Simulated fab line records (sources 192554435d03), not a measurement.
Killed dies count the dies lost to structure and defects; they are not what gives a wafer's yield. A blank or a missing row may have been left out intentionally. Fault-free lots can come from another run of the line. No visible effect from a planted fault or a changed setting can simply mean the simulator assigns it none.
Matching of chambers / flow n5Finfet / N5_MOL_CONTACT_COAG_CMP_52 on cmp-04 has 4 sister chambers
The step polishes, stops on SiO2, t overpolish 1.5 s, target thk 66.5 nm. 8 wafers are shown with their chamber, then 9 later ones without.

## WAFERS PAIRED WITH THEIR CHAMBERS
wafer=L078.2; chamber=2; motorCurrentA (A)=12.7; timeToEndpointS (s)=9.6
wafer=L079.3; chamber=2; motorCurrentA (A)=12.6; timeToEndpointS (s)=14.6
wafer=L079.4; chamber=3; motorCurrentA (A)=13.0; timeToEndpointS (s)=15.3
wafer=L082.1; chamber=0; motorCurrentA (A)=10.5; timeToEndpointS (s)=13.7
wafer=L082.4; chamber=3; motorCurrentA (A)=13.3; timeToEndpointS (s)=12.6
wafer=L083.2; chamber=1; motorCurrentA (A)=11.9; timeToEndpointS (s)=15.6
wafer=L083.5; chamber=0; motorCurrentA (A)=10.9; timeToEndpointS (s)=9.8
wafer=L083.6; chamber=1; motorCurrentA (A)=12.3; timeToEndpointS (s)=14.4

## WAFERS MISSING THEIR CHAMBER
wafer=L084.1; motorCurrentA (A)=12.3; timeToEndpointS (s)=12.0
wafer=L084.3; motorCurrentA (A)=10.7; timeToEndpointS (s)=14.3
wafer=L084.6; motorCurrentA (A)=11.9; timeToEndpointS (s)=15.2
wafer=L085.2; motorCurrentA (A)=12.8; timeToEndpointS (s)=16.3
wafer=L085.4; motorCurrentA (A)=13.1; timeToEndpointS (s)=13.6
wafer=L085.5; motorCurrentA (A)=13.2; timeToEndpointS (s)=15.7
wafer=L091.4; motorCurrentA (A)=12.5; timeToEndpointS (s)=15.2
wafer=L091.5; motorCurrentA (A)=13.6; timeToEndpointS (s)=14.3
wafer=L091.6; motorCurrentA (A)=12.3; timeToEndpointS (s)=11.2

## WHICH CHAMBER EACH WENT THROUGH
wafer=L084.1; from the rows above=can't be placed: 1 or 2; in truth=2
wafer=L084.3; from the rows above=0; in truth=0
wafer=L084.6; from the rows above=1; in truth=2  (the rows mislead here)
wafer=L085.2; from the rows above=can't be placed: 3 or 2 or 1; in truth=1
wafer=L085.4; from the rows above=can't be placed: 3 or 2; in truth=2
wafer=L085.5; from the rows above=3; in truth=3
wafer=L091.4; from the rows above=can't be placed: 2 or 1 or 3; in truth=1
wafer=L091.5; from the rows above=3; in truth=3
wafer=L091.6; from the rows above=can't be placed: 2 or 1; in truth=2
Correctly placed: 3 of 9. Not placeable from these rows: 5 (in 5, the candidates include the true chamber). Placed wrongly: 1.
How it was worked out, from the rows above alone: a wafer's distance from a chamber is the root of the sum, over the readings, of the square of ((its reading less the chamber's mean) divided by the reading's scatter). If the next closest chamber is less than 2 further off than the closest, the wafer can't be placed; otherwise it belongs to the closest. For every chamber, the mean is computed from those of its wafers that are shown. The scatter: the root of (the sum of the squares of (reading less its chamber's mean) over the shown wafers, divided by (wafers less chambers)).
